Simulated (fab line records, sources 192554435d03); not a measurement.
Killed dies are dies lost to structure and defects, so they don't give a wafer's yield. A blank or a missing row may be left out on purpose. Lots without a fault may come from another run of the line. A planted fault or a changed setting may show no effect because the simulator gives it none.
Chamber matching | flow n5_finfet | N5_BEOL_M0_SAQP_STRIP_108 on rie_diel-05: 4 sister chambers
The step strips in N2/H2. 4 wafers are shown with their chamber, then 10 later ones without.

WAFERS WITH THEIR CHAMBER
wafer  | chamber | throttle_valve_pct (%)
L090.1 | 1       | 18.89
L090.2 | 3       | 18.93
L091.1 | 0       | 19.65
L091.2 | 2       | 19.11

WAFERS WITHOUT THEIR CHAMBER
wafer  | throttle_valve_pct (%)
L091.4 | 18.91
L093.1 | 19.13
L093.3 | 19.65
L093.6 | 19.11
L095.1 | 18.96
L095.2 | 18.90
L095.5 | 19.66
L097.2 | 19.66
L097.5 | 18.90
L097.6 | 19.69

WHICH CHAMBER EACH WENT THROUGH
wafer  | from the rows above     | in truth
L091.4 | can't be placed: 1 or 3 | 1
L093.1 | 2                       | 2
L093.3 | 0                       | 0
L093.6 | 2                       | 2
L095.1 | 3                       | 3
L095.2 | can't be placed: 1 or 3 | 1
L095.5 | 0                       | 0
L097.2 | 0                       | 0
L097.5 | can't be placed: 1 or 3 | 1
L097.6 | 0                       | 0
Placed correctly: 7 of 10. Can't be placed from these rows: 3 (the true chamber is among the candidates in 3). Placed wrongly: 0.
How it was worked out, from the rows above alone: a wafer's distance from a chamber is the root of the sum, over the readings, of the square of ((its reading less the chamber's mean) divided by the reading's scatter). The wafer belongs to the nearest chamber; if the next one is less than 2 further off, it can't be placed. A chamber's mean is the mean of its shown wafers. The scatter: with one shown wafer a chamber, the root of the mean of the squares of how far each hidden wafer lies from its nearest shown one.
